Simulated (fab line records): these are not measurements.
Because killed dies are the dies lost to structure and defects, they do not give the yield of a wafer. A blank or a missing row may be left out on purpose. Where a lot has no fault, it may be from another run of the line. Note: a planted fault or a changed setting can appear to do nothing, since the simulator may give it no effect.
Matching of chambers | flow nandHarc | 4 sister chambers for NHARC_A_STAIRCASE_DESCUM_168 on rieDiel-10
The step chemistry O2, time 3 s. 18 wafers are shown with their chamber, then 9 later ones without.

== WAFERS PAIRED WITH THEIR CHAMBERS ==
wafer  | chamber | showerheadPlenumPTorr (Torr) | rfVppV (V) | oesProductAu (a.u.)
L074.3 | 2       | 2.02                         | 59.9       | 1.012
L074.5 | 2       | 2.02                         | 58.2       | 1.018
L074.6 | 3       | 2.00                         | 57.2       | 1.003
L076.2 | 3       | 1.99                         | 58.4       | 0.991
L076.5 | 0       | 1.81                         | 57.8       | 1.006
L076.6 | 3       | 1.99                         | 57.3       | 1.002
L082.2 | 0       | 1.81                         | 57.2       | 1.011
L082.3 | 3       | 1.99                         | 57.6       | 1.004
L082.4 | 2       | 2.02                         | 58.6       | 1.005
L083.1 | 1       | 2.07                         | 59.2       | 0.997
L083.2 | 0       | 1.81                         | 57.6       | 1.002
L083.5 | 1       | 2.07                         | 59.2       | 0.998
L081.1 | 3       | 1.99                         | 59.1       | 1.011
L081.4 | 0       | 1.81                         | 57.4       | 1.002
L081.6 | 0       | 1.81                         | 58.6       | 1.012
L086.3 | 2       | 2.01                         | 56.9       | 0.993
L086.5 | 3       | 1.98                         | 59.1       | 1.000
L086.6 | 0       | 1.80                         | 58.5       | 1.005

SIGNATURES (averages over the wafers above)
reading               | chamber 0 | chamber 1 | chamber 2 | chamber 3 | scatter within a chamber
showerheadPlenumPTorr | 1.8083    | 2.0700    | 2.0175    | 1.9900    | 0.00506
rfVppV                | 57.850    | 59.200    | 58.400    | 58.117    | 0.847
oesProductAu          | 1.00633   | 0.99750   | 1.00700   | 1.00183   | 0.00682
Rule: a wafer lies at a distance from a chamber equal to the root of the sum of squares, over the readings, of (its reading less the chamber's mean, divided by the reading's scatter). The wafer belongs to the nearest chamber; if the next one is less than 2 further off, it can't be placed. The scatter: the root of (the sum of the squares of (reading less its chamber's mean) over the shown wafers, divided by (wafers less chambers)).

== WAFERS MISSING THEIR CHAMBER ==
wafer  | showerheadPlenumPTorr (Torr) | rfVppV (V) | oesProductAu (a.u.)
L093.1 | 1.80                         | 56.2       | 1.005
L093.4 | 1.98                         | 57.4       | 1.000
L093.5 | 2.06                         | 57.9       | 1.002
L092.2 | 2.06                         | 58.2       | 1.005
L092.5 | 2.06                         | 58.7       | 1.006
L092.6 | 2.01                         | 58.5       | 1.011
L092.1 | 2.01                         | 59.9       | 0.998
L092.3 | 1.80                         | 57.6       | 0.998
L092.4 | 1.98                         | 59.5       | 1.003

== EACH ONE'S CHAMBER ==
wafer  | from the rows above     | in truth
L093.1 | 0                       | 0
L093.4 | 3                       | 3
L093.5 | 1                       | 1
L092.2 | 1                       | 1
L092.5 | 1                       | 1
L092.6 | 2                       | 2
L092.1 | can't be placed: 2 or 3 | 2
L092.3 | 0                       | 0
L092.4 | 3                       | 3
Placed correctly: 8 of 9. Unplaceable from these rows: 1, with the true chamber sitting among the candidates in 1. 0 placed wrongly.
